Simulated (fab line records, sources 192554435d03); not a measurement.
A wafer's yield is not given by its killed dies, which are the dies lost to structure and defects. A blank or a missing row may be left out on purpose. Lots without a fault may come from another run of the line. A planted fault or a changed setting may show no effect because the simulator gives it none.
Split-lot experiment    flow n5 finfet    21 wafers read from 7 lots, route of 1938 steps

THE SPLIT ITSELF
At N5_BEOL_M13_SPUTTER_43 (material TaN, target thk 15 nm, time 24.19 s), the setting time s was moved away from the recipe's 24.19 s on 5 of the 21 wafers read, by -13.4% to +12.4%. All remaining wafers had this setting at the recipe value.

The split's own step is where the reading is taken.

THE READING
TaN_of_BEOL_M13_SPUTTER_43.thk nm (the simulator's own value, which no gauge read), in nm, at N5_BEOL_M13_SPUTTER_43 (material TaN, target thk 15 nm, time 24.19 s). There is no usual value for it anywhere in the file. Average 15.0 nm, standard deviation 0.15 nm, over the 16 wafers here run with the recipe.

wafer   tool, chamber at the split  time s as run, s  against the recipe  TaN_of_BEOL_M13_SPUTTER_43.thk nm, nm  against lot-mates on the recipe
L076.2  pvd sputter-03, -           24.19             recipe              15                                     -
L076.3  pvd sputter-03, -           24.19             recipe              15                                     -
L076.4  pvd sputter-03, -           24.19             recipe              15.2                                   -
L074.3  pvd sputter-02, -           24.19             recipe              15                                     -
L074.6  pvd sputter-02, -           24.19             recipe              15                                     -
L074.5  pvd sputter-02, -           25.34             +4.8%               15.6                                   +0.6
L079.1  pvd sputter-01, -           24.19             recipe              15.2                                   -
L079.4  pvd sputter-01, -           27.19             +12.4%              17.2                                   +1.9
L079.6  pvd sputter-01, -           24.19             recipe              15.4                                   -
L083.1  pvd sputter-01, -           25.43             +5.1%               15.8                                   +0.8
L083.6  pvd sputter-01, -           25.43             +5.1%               15.8                                   +0.8
L083.5  pvd sputter-01, -           24.19             recipe              15                                     -
L092.2  pvd sputter-01, -           24.19             recipe              15                                     -
L092.5  pvd sputter-01, -           24.19             recipe              15                                     -
L092.6  pvd sputter-01, -           24.19             recipe              15                                     -
L088.1  pvd sputter-03, -           20.94             -13.4%              13.2                                   -1.9
L088.3  pvd sputter-03, -           24.19             recipe              15                                     -
L088.5  pvd sputter-03, -           24.19             recipe              15.2                                   -
L095.1  pvd sputter-03, -           24.19             recipe              15                                     -
L095.4  pvd sputter-03, -           24.19             recipe              14.8                                   -
L095.5  pvd sputter-03, -           24.19             recipe              14.8                                   -

FIT RESULTS
A straight line over all 21 wafers: TaN_of_BEOL_M13_SPUTTER_43.thk nm changes by +0.151 nm for each +1% of time s; r = +0.97; the points scatter about the line by 0.16 nm.
The same after taking each lot's own level away (the mean of its wafers on the recipe; 21 wafers): +0.147 nm for each +1%; r = +0.99; scatter 0.079 nm.
According to that fit, moving time s by its largest amount changes the reading by 2 nm.
Across the lots, their own levels run from 14.87 to 15.30 nm, a range of 3.0 times the standard deviation given above.
Consequently the slope shifts little with the lot-to-lot level, the two slopes agreeing.
Check: for one of the wafers moved furthest among these (-13.4%), held out of the fit, the line's prediction against its lot-mates is -2.04 nm. Against them it came out at -1.9 nm.

THESE WAFERS: OTHER SPLITS
Other splits were also applied to these wafers ahead of the reading. Each is held against what the fit with the lots' levels taken away leaves over:
other split on the same wafers  wafers away from the commonest value  r with TaN_of_BEOL_M13_SPUTTER_43.thk nm (lot level and that fit taken away)
N5_BEOL_M13_COAT_58 spin rpm    6                                     +0.22

THE FILE'S OWN FIT
TaN_of_BEOL_M13_SPUTTER_43.thk nm changes by +0.146 nm for each +1% of time s, r = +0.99.
